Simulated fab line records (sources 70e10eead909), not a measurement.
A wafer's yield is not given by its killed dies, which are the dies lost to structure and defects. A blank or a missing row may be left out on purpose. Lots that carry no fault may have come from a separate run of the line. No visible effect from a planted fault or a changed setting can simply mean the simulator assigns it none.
Matching of chambers | flow nand_harc | NHARC_A_CHANNEL_FILL_D1_CMP_10 on cmp-04: 4 sister chambers
The step polishes, target thk 150 nm. 8 wafers are shown with their chamber, then 10 later ones without.

WAFERS WITH THEIR CHAMBER
wafer  | chamber | motor_current_A (A) | time_to_endpoint_s (s)
L076.3 | 1       | 12.5                | 8.7
L082.1 | 1       | 12.5                | 12.7
L086.2 | 3       | 12.8                | 13.8
L085.2 | 3       | 13.2                | 16.0
L085.3 | 0       | 11.3                | 13.4
L085.6 | 2       | 10.9                | 16.3
L092.3 | 0       | 10.9                | 14.6
L092.4 | 2       | 11.2                | 12.9

WAFERS WITHOUT THEIR CHAMBER
wafer  | motor_current_A (A) | time_to_endpoint_s (s)
L092.6 | 10.8                | 12.9
L095.1 | 11.0                | 15.0
L095.5 | 12.1                | 7.2
L095.6 | 11.5                | 15.2
L097.1 | 13.0                | 10.6
L097.3 | 11.0                | 13.7
L097.6 | 13.1                | 15.6
L096.1 | 11.4                | 13.3
L096.2 | 12.5                | 11.5
L096.4 | 10.9                | 16.8

WHICH CHAMBER EACH ONE RAN IN
wafer  | from the rows above     | in truth
L092.6 | can't be placed: 2 or 0 | 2
L095.1 | can't be placed: 2 or 0 | 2
L095.5 | 1                       | 1
L095.6 | can't be placed: 0 or 2 | 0
L097.1 | can't be placed: 3 or 1 | 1
L097.3 | can't be placed: 0 or 2 | 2
L097.6 | 3                       | 3
L096.1 | can't be placed: 0 or 2 | 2
L096.2 | 1                       | 1
L096.4 | can't be placed: 2 or 0 | 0
3 of 10 placed correctly. Unplaceable from these rows: 7, with the true chamber sitting among the candidates in 7. 0 placed wrongly.
How it was worked out, from the rows above alone: a wafer's distance from a chamber is the root of the sum, over the readings, of the square of ((its reading less the chamber's mean) divided by the reading's scatter). If the next closest chamber is less than 2 further off than the closest, the wafer can't be placed; otherwise it belongs to the closest. For every chamber, the mean is computed from those of its wafers that are shown. The scatter is the square root of a quotient: the sum, over the shown wafers, of each reading's squared deviation from its chamber's mean, divided by wafers minus chambers.
